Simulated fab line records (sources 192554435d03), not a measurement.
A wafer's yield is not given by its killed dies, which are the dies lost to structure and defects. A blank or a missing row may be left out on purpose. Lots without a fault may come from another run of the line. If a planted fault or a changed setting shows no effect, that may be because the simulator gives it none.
fab line records ; flow n5Finfet
record: lots: 4; wafers: 12; lastDay: 18
route steps=1938 shown MOL_CONTACT_COAG@569 BEOL_M4@1111 PASSIVATION@1936
lots that met no fault: from a run of the same line without faults
startH: hours from the record's first day to the start of the lot's first wafer shown ; waitH: how many hours have passed since the lot's step before this one ; " as in the row above ; L1.1+2: one row covering several wafers at once ; - no value present, or no start provided ; * or withheld: withheld ; < > ~ a bound
route shown NAME@n: a module of which the file shows steps, and the number in the route of the first ; usual: mean/standard deviation of fault-free wafers ; same: alike in all rows ; chamber/n: place in a boat ; sites: each site's reading ; _std_site: standard deviation across them ; _edge_site: mean of outer sites minus mean of inner sites ; radiusMm: for every site, how far away it sits from the centre of the wafer ; mask NAME#n: copy n ; behind: the last tool/chamber to shape the wafer ; hold: the reason the lot was held/the length of the hold in hours/how it ended ; device: the transistor (n, p or np) that didn't switch ; end of line: at the end of the route, the tests of the same wafers ; a step given without rows: its recipe and nothing more ; killed: count of dies lost to structure and defects at first sort (not the wafer's yield) ; map: shows each die of a wafer: x if killed, . if not, _ if none is there
set.NAME: the setting that was run; set.NAME@STEP: the one run at that earlier step ; model.NAME: the simulator's own value behind a step, which no gauge read
lots at some steps of the route; a table a step, a row a wafer
services: the hour from which a tool's chamber was out of use, counted from the record's first day as startH (under 0 if before that day), plus the number of hours and why
== steps ==
step: N5_MOL_CONTACT_COAG_SOFTBAKE_79
recipe: tempC: 110; timeS: 60; resist: CAR-EUV
step: N5_MOL_CONTACT_COAG_EXPOSE_81
recipe: maskId: VG; na: 0.33; sourceShape: annular; sigmaInner: 0.3; sigmaOuter: 0.7; polarization: unpolarized; defocusNm: 0; doseMj: 59.5
step: N5_MOL_CONTACT_COAG_PEB_82
recipe: pebTempC: 100; pebTimeS: 60; resist: CAR-EUV
step: N5_MOL_CONTACT_COAG_DEVELOP_83
recipe: developTimeS: 30; developer: TMAH; resist: CAR-EUV; rinseLiquid: surfactantRinse; dry: airSpin; devTempC: 23
step: N5_MOL_CONTACT_COAG_DESCUM_88
recipe: chemistry: O2; timeS: 7; sourcePowerW: 50; biasPowerW: 20; pressureMtorr: 20; rfFrequencyHz: 2.712e+07; tempC: 40; resist: CAR-EUV; o2FlowSccm: 225
step: N5_MOL_CONTACT_COAG_ETCH_89
recipe: chemistry: N2/H2; target: underlayer; targetDepthA: 130; maskMaterial: CAR-EUV; timeS: 10.4; ionEnergyEv: 200; pressureMtorr: 30; sourceW: 840; biasW: 150; n2FlowSccm: 200; h2FlowSccm: 200; ends: cleared
step: N5_MOL_CONTACT_COAG_ETCH_90
recipe: chemistry: CF4; target: SiARC; targetDepthA: 130; maskMaterial: CAR-EUV; timeS: 21.7; ionEnergyEv: 80; pressureMtorr: 40; sourceW: 545; biasW: 36; Ar_flow_sccm: 100; cf4FlowSccm: 100; ends: cleared
step: N5_MOL_CONTACT_COAG_ALD_131
recipe: material: SiO2; targetThkA: 50; tempC: 100; aldPrecursorFamily: BDEAS; aldCoReactant: O2-plasma; pulseTimeS: 1; coReactantPulseTimeS: 1; purgeTimeS: 2; coReactantPurgeTimeS: 2; aldCycles: 35; pressureTorr: 2
step: N5_MOL_CONTACT_COAG_ETCHBACK_132
recipe: chemistry: CHF3; target: SiO2; targetDepthA: 100; timeS: 6.7; ionEnergyEv: 200; pressureMtorr: 30; sourceW: 610; biasW: 170; Ar_flow_sccm: 200; CHF3_flow_sccm: 50
step: N5_MOL_CONTACT_COAG_ETCH_91
recipe: chemistry: N2/H2; target: SOC; targetDepthA: 600; overetchA: 210; maskMaterial: SiARC; tempC: 40; timeS: 101.2; ionEnergyEv: 200; pressureMtorr: 30; sourceW: 840; biasW: 150; n2FlowSccm: 200; h2FlowSccm: 200
usual: drypumpMotorCurrentA: 5.8/0.4; oesProductAu: 0.63/0.067; rfFwdPowerW: 835/3.5; rfVppV: 523.8/2.5; showerheadPlenumPTorr: 2.54/0.09; throttleValvePct: 17.83/0.22
lot.wafer;tool;chamber;startH;waitH;drypumpMotorCurrentA;oesProductAu;rfFwdPowerW;rfHoursCounterH;rfVppV;showerheadPlenumPTorr;throttleValvePct
L336.1;rieDiel-02;2;169.18;0.0;5.8;0.58;833;244;524.1;2.49;18.06
L336.4;rieDiel-02;1;169.18;0.0;5.4;0.62;831;180;526.7;2.65;17.82
L336.6;rieDiel-02;0;169.18;0.0;6.3;0.63;836;-;518.4;2.34;17.91
L337.2;rieDiel-02;2;177.89;0.0;5.8;0.59;827;246;522.6;2.49;18.09
L337.3;rieDiel-02;1;177.89;0.0;5.4;0.62;838;182;526.9;2.65;17.80
L337.5;rieDiel-02;3;177.89;0.0;6.0;0.71;839;-;521.1;2.46;17.74
L339.1;rieDiel-05;0;189.44;0.0;5.8;0.59;840;225;527.1;2.61;17.73
L339.3;rieDiel-05;2;189.44;0.0;5.5;0.76;831;21;522.7;2.48;17.40
L339.4;rieDiel-05;2;189.44;0.0;5.5;0.76;829;-;522.7;2.48;17.41
L348.2;rieDiel-02;2;246.50;0.0;5.8;0.77;832;14;523.1;2.48;17.66
L348.4;rieDiel-02;0;246.50;0.0;6.3;0.61;838;172;517.3;2.33;17.94
L348.6;rieDiel-02;2;246.50;0.0;5.8;0.77;832;-;523.7;2.48;17.66
step: N5_MOL_CONTACT_COAG_STRIP_92
recipe: chemistry: N2/H2; tempC: 40; n2FlowSccm: 200; h2FlowSccm: 200; rfFrequencyHz: 6e+07
step: N5_MOL_CONTACT_COAG_STRIP_93
recipe: chemistry: N2/H2; tempC: 40; n2FlowSccm: 200; h2FlowSccm: 200; rfFrequencyHz: 6e+07
step: N5_MOL_CONTACT_COAG_ETCHBACK_135
recipe: chemistry: CHF3; target: SiO2; targetDepthA: 250; timeS: 16.7; ionEnergyEv: 200; pressureMtorr: 30; sourceW: 610; biasW: 170; Ar_flow_sccm: 200; CHF3_flow_sccm: 50
step: N5_MOL_CONTACT_COAG_STRIP_118
recipe: chemistry: CHF3; resist: SiARC; rfFrequencyHz: 6e+07
step: N5_MOL_CONTACT_COAG_VIA_ETCH_46
recipe: chemistry: C4F6/O2; targetDepthA: 460; overetchA: 92; maskMaterial: SOC; target: SiO2; biasW: 455; pressureMtorr: 10; timeS: 40; sourceW: 325; Ar_flow_sccm: 300; C4F6_flow_sccm: 10; O2_flow_sccm: 10; ionEnergyEv: 575.3; ends: endPoint
step: N5_MOL_CONTACT_COAG_STRIP_96
recipe: chemistry: N2/H2; powerW: 500; tempC: 40; pressureMtorr: 50; rfFrequencyHz: 6e+07; overashFraction: 0.3; biasPowerW: 28; h2Frac: 0.5; n2FlowSccm: 300; h2FlowSccm: 300
step: N5_MOL_CONTACT_COAG_ETCH_47
recipe: chemistry: CH3F/O2; target: SiNx; targetDepthA: 270; maskMaterial: SiO2; stopOn: W; overEtchFrac: 0.2; ionEnergyEv: 120; endpoint: OES-CN; pressureMtorr: 30; sourceW: 395; biasW: 73; Ar_flow_sccm: 150; CH3F_flow_sccm: 30; O2_flow_sccm: 20; ends: endPoint
step: N5_MOL_CONTACT_COAG_STRIP_119
recipe: chemistry: N2/H2; timeS: 30; powerW: 1000; tempC: 250; pressureMtorr: withheld; n2FlowSccm: 1750; h2FlowSccm: 3250
step: N5_MOL_CONTACT_COAG_PRECLEAN_144
recipe: chemistry: alkalineClean; tempC: 60; timeS: 60; doPpb: 50
step: N5_MOL_CONTACT_COAG_SRD_145
recipe: dry: ipaMarangoni; timeS: 30; tempC: 23; rinseLiquid: diw
step: N5_MOL_CONTACT_COAG_COAT_62
recipe: resist: SOC; tempC: 250; timeS: 60; spinRpm: 1500; resistThkNm: 60
step: N5_MOL_CONTACT_COAG_COAT_63
recipe: resist: SiARC; tempC: 220; timeS: 60; spinRpm: 1500; resistThkNm: 10
step: N5_MOL_CONTACT_COAG_COAT_64
recipe: resist: underlayer; tempC: 205; timeS: 60; spinRpm: 1500; resistThkNm: 10
step: N5_MOL_CONTACT_COAG_COAT_34
recipe: resist: CAR-EUV; spinRpm: 1500; resistThkNm: 40
step: N5_MOL_CONTACT_COAG_EBR_36
recipe: solvent: PGMEA; ebrWidthMm: 1.5
step: N5_MOL_CONTACT_COAG_SOFTBAKE_35
recipe: tempC: 110; timeS: 60; resist: CAR-EUV
step: N5_MOL_CONTACT_COAG_EXPOSE_37
recipe: maskId: VD; na: 0.33; sourceShape: annular; sigmaInner: 0.3; sigmaOuter: 0.7; polarization: unpolarized; defocusNm: 0; doseMj: 62
step: N5_MOL_CONTACT_COAG_PEB_38
recipe: pebTempC: 100; pebTimeS: 60; resist: CAR-EUV
step: N5_MOL_CONTACT_COAG_DEVELOP_39
recipe: developTimeS: 30; developer: TMAH; resist: CAR-EUV; rinseLiquid: surfactantRinse; dry: airSpin; devTempC: 23
step: N5_MOL_CONTACT_COAG_INSPECT_42
recipe: mode: adi; inspectInstrument: brightfield
usual: rawDefectCount: 199/54
lot.wafer;tool;chamber;startH;waitH;rawDefectCount
L336.1;defectInspect-02;-;170.05;0.1;125
L336.4;defectInspect-02;-;170.05;0.1;1258
L336.6;defectInspect-02;-;170.05;0.1;186
L337.2;defectInspect-01;-;178.88;0.0;129
L337.3;defectInspect-01;-;178.88;0.0;1237
L337.5;defectInspect-01;-;178.88;0.0;239
L339.1;defectInspect-01;-;190.31;0.1;171
L339.3;defectInspect-01;-;190.31;0.1;130
L339.4;defectInspect-01;-;190.31;0.1;138
L348.2;defectInspect-02;-;247.36;0.0;187
L348.4;defectInspect-02;-;247.36;0.0;122
L348.6;defectInspect-02;-;247.36;0.0;147
step: N5_MOL_CONTACT_COAG_DESCUM_45
recipe: chemistry: O2; timeS: 7; sourcePowerW: 50; biasPowerW: 20; pressureMtorr: 20; rfFrequencyHz: 2.712e+07; tempC: 40; resist: CAR-EUV; o2FlowSccm: 225
step: N5_BEOL_M4_RC_MEAS_101
usual: DIBL_N: 35.9/1.8; DIBL_P: 36.2/2; IOFF_N: 0.16/0.031; IOFF_P: 0.22/0.041; ION_N: 676/11; ION_P: 465/8.5; SS_N: 71.4/0.64; SS_P: 73.2/0.7; VT_N: 250/3.5; VT_P: -250/3.9
lot.wafer;tool;chamber;startH;waitH;DIBL_N[mV/V];DIBL_P[mV/V];IOFF_N[nA/um];IOFF_P[nA/um];ION_N[uA/um];ION_P[uA/um];SS_N[mV/dec];SS_P[mV/dec];VT_N[mV];VT_P[mV]
L336.1;prober-01;0;242.09;0.0;38.4;38.3;0.20;0.26;693;470;71.3;74.3;248;-249
L336.4;prober-01;0;242.09;0.0;37.5;37.0;0.19;0.24;686;475;71.9;73.3;246;-251
L336.6;prober-01;0;242.09;0.0;36.7;36.3;0.16;0.22;679;468;71.7;74.0;249;-250
L337.2;prober-02;0;243.96;0.2;36.5;37.8;0.20;0.26;692;469;71.7;73.9;247;-246
L337.3;prober-02;0;243.96;0.2;35.1;36.4;0.16;0.23;681;473;71.8;74.0;252;-246
L337.5;prober-02;0;243.96;0.2;34.5;35.5;0.15;0.21;673;468;71.6;74.1;250;-248
L339.1;prober-01;0;257.21;0.0;36.1;36.0;0.19;0.23;679;468;71.4;73.5;246;-247
L339.3;prober-01;0;257.21;0.0;34.1;33.3;0.14;0.19;678;468;71.0;72.1;251;-250
L339.4;prober-01;0;257.21;0.0;34.7;35.0;0.16;0.23;666;464;70.6;72.8;248;-248
L348.2;prober-02;0;321.27;0.2;38.6;38.9;0.17;0.19;665;449;71.3;73.4;251;-254
L348.4;prober-02;0;321.27;0.2;34.5;34.8;0.11;0.14;645;443;70.4;72.2;254;-258
L348.6;prober-02;0;321.27;0.2;32.4;31.9;0.09;0.12;651;448;70.3;71.7;259;-260
step: N5_PASSIVATION_PROBE_49
usual: defectLimitedYield: 91.3/1.3; killed_at_M0_to_M3: 35/9.3; killed_at_M4_up: 14/5.2; killedAtContacts: 12/5.9; killedAtFrontEnd: 38/11; killedAtOther: 4/3.7; killedDies: 103/15; killedOpen: 67/12; killedShort: 34/8; sort_bin_5_function: 5.1/0.88; sort_bin_6_memory: 3.3/0.65; sortNPass: 1077/15; sortYieldPct: 91.3/1.3
same: grossDies: 1180; killedAtBackSide: 0; sort_bin_4_leakage[%]: 0; sort_bin_8_speed[%]: 0
lot.wafer;tool;chamber;startH;waitH;defectLimitedYield[%];killed_at_M0_to_M3;killed_at_M4_up;killedAtContacts;killedAtFrontEnd;killedAtOther;killedDies;killedOpen;killedShort;sort_bin_5_function[%];sort_bin_6_memory[%];sortNPass;sortYieldPct[%]
L337.3;prober-01;-;356.06;0.1;80.2;35;8;160;27;4;234;39;39;12.0;4.2;946;80.2
L336.4;prober-02;-;361.43;0.2;78.7;31;11;149;52;8;251;77;31;13.5;4.2;929;78.7
L336.6;prober-02;-;361.53;0.3;91.4;20;16;4;51;10;101;68;29;5.0;2.9;1079;91.4
killed by level:class
L337.3 MOL_CONTACT_COAG:unspecified=155 BEOL_M0_SAQP:geometricParticle:short=15 BEOL_M0_SAQP:geometricParticle:open=7 FIN_SAQP:geometricParticle:short=4 DUMMY_GATE:geometricParticle:open=4 STI_FIN_REVEAL:geometricParticle:open=3 GATE_CUT:geometricParticle:short=3 MOL_CONTACT_COAG:geometricParticle:short=3
L336.4 MOL_CONTACT_COAG:unspecified=143 FIN_SAQP:geometricParticle:open=16 STI_FIN_REVEAL:geometricParticle:open=12 BEOL_M0:geometricParticle:open=8 BEOL_M0_SAQP:geometricParticle:open=8 BEOL_M2:geometricParticle:open=6 FIN_SAQP:geometricParticle:short=5 BEOL_M0_SAQP:geometricParticle:short=5
L336.6 FIN_SAQP:geometricParticle:open=14 DUMMY_GATE:geometricParticle:open=8 STI_FIN_REVEAL:geometricParticle:open=7 BEOL_M0_SAQP:geometricParticle:short=7 BEOL_M4:geometricParticle:open=6 PAD_METAL:geometricParticle:open=6 BEOL_M0_SAQP:geometricParticle:open=5 BEOL_M0:geometricParticle:open=4
map L336.4 (x killed, . not)
_________________..x........x________________
______________......x.....x....._____________
___________...x.............x....x.__________
__________.....x...........xx....x.._________
________........................x...x._______
_______....x...........................______
______.................................._____
_____.x.........x.....x..........x.....x.____
____...................x...x........x...x.___
___...x................x...................__
___...x..............x......xx.....x.......__
__.................xxx......................_
__..x...x.x.....xx.x.x..........x.....x.x..x_
_............x.x..xxxxxx.xx.....x.........x..
_...x....x...x.xxxxxxxxxx....................
_.............x.xxxxxxxxxx.xxx.xxx.xx........
_....x.....x...xxxxxxxxxxxx...x....x.........
_........x...xxxxxxxxxxxxxxx.x...............
_......x..x..xxxxxxxxxxxxxxx.....x..........x
_...........xxxxxxxxxxxxxxxx..xx...........x.
_...x.........xxxxxxxxxxxxxx.................
__x...........x.xxxxxxxxxxx.x..............._
__.........xx.xxxxxxxxxxxxxx................_
___.x....x...xx.xxx.xxxx.xx..x.x.........x.__
___.............x..x.x.........x...........__
____x........x...x......x.x...x..........x___
_____..x...........x.......x.x......x..x.____
______..................x..x..........x._____
_______.................x.......x......______
________..x...x...x....x............x._______
__________.............x............_________
___________................x.......__________
______________..........x......._____________
_________________.....x......________________
map L337.3 (x killed, . not)
_________________.x..........________________
______________.....xxx...xx....._____________
___________x.......................__________
__________...................xx..x.._________
________....................x........._______
_______..............x..x............x.______
______x...........x....................._____
_____....................................____
____.x....................................___
___..........x..x..........x....x........x.__
___............xx...x......................__
__..............x....x...............x......_
__...x........x...xxxxx.xx...........x......_
_.............xx..xxxxxxx....................
_.......x.....xx..xxxxxxxxxx.....x..xx.......
_............x.xxxxxxxxxxxx.x................
_..........x.xxxxxxxxxxxxxxxxx......x........
_.x....x.....x.xxxxxxxxxxxxx.x.........x.....
_.x.x.x....xx.x.xxxxxxxxxxxxxx.x...x.........
_....x.......xxxxxxxxxxxxxxxx................
_.....x...x..x.xxxxxxxxxxx.x.x...............
__......x....x.xxxxxxxxxxxxx............x..._
__..........x..xxxxxxxxxxxx..x.............._
___...x........x.x.xxxxx.xx.....x..........__
___....x........xx....xx..x..x.....x.......__
____......................x...............___
_____.....x..............................____
______...........x.................x...._____
_______.................x............x.______
________.....x................x..x...._______
__________........................x._________
___________..x............xx.......__________
______________.......xx........._____________
_________________....x.......________________
== services ==
tool;chamber;startH;hours;kind
rieDiel-02;2;188.84;-;clean
rieDiel-02;2;188.84;-;consumableReplace:focusRing
rieDiel-02;2;188.84;16.3;scheduledDown
rieDiel-02;2;188.84;16.3;ventCycle
== key ==
firstSign: step: N5_MOL_CONTACT_COAG_INSPECT_42; reading: rawDefectCount; direction: up; sigmas: 19; usual: 199; struck: 1248
effect: step: N5_PASSIVATION_PROBE_49; reading: killedAtContacts; direction: up; sigmas: 24; usual: 12; struck: 154
moreKillsBornAt: N5_MOL_CONTACT_COAG_ETCH_91@rieDiel-02: 298
metAt N5_MOL_CONTACT_COAG_ETCH_91
struckWafers L336.4,L337.3
fault: kind: chamberParticleSource; tool: rieDiel-02; chamber: 1; onsetH: 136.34; steps: N5_MOL_CONTACT_COAG_ETCH_91; ratePerVisitCm2: 1.7077; endH: 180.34
